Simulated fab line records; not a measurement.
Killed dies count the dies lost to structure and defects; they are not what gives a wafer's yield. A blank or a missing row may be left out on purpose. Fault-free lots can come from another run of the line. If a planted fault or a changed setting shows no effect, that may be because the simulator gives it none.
Chamber matching | flow n5 finfet | N5_STI_FIN_REVEAL_CMP_04 on cmp-03 has 4 sister chambers
The step polishes, stops on Si3N4, t overpolish 4 s, target thk 131.83 nm. 7 wafers are shown with their chamber, then 7 later ones without.

EACH WAFER AND ITS CHAMBER
wafer  | chamber | motor current A (A) | time to endpoint s (s)
L083.1 | 3       | 8.0                 | 106
L083.2 | 2       | 8.3                 | 104
L084.1 | 0       | 7.1                 | 107
L084.2 | 3       | 8.2                 | 106
L084.3 | 1       | 8.1                 | 102
L086.2 | 0       | 7.5                 | 108
L086.3 | 1       | 7.7                 | 107

WAFERS WITH NO CHAMBER GIVEN
wafer  | motor current A (A) | time to endpoint s (s)
L086.5 | 7.4                 | 110
L088.1 | 7.9                 | 104
L088.3 | 8.1                 | 109
L088.4 | 8.4                 | 103
L096.2 | 7.9                 | 115
L096.4 | 8.1                 | 109
L096.5 | 8.0                 | 110

EACH ONE'S CHAMBER
wafer  | from the rows above               | in truth
L086.5 | 0                                 | 0
L088.1 | can't be placed: 1 or 3 or 2      | 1
L088.3 | can't be placed: 3 or 1 or 2 or 0 | 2
L088.4 | can't be placed: 2 or 3 or 1      | 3
L096.2 | can't be placed: 0 or 3 or 1 or 2 | 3
L096.4 | can't be placed: 3 or 1 or 2 or 0 | 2
L096.5 | can't be placed: 3 or 1 or 0 or 2 | 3
Correct placement for 1 of the 7. These rows do not allow placing 6 (true chamber among the candidates in 6). Wrongly placed: 0.
How it was worked out, from the rows above alone: a wafer's distance from a chamber is the root of the sum, over the readings, of the square of ((its reading less the chamber's mean) divided by the reading's scatter). The wafer belongs to the nearest chamber; if the next one is less than 2 further off, it can't be placed. For every chamber, the mean is computed from those of its wafers that are shown. The scatter is the square root of a quotient: the sum, over the shown wafers, of each reading's squared deviation from its chamber's mean, divided by wafers minus chambers.
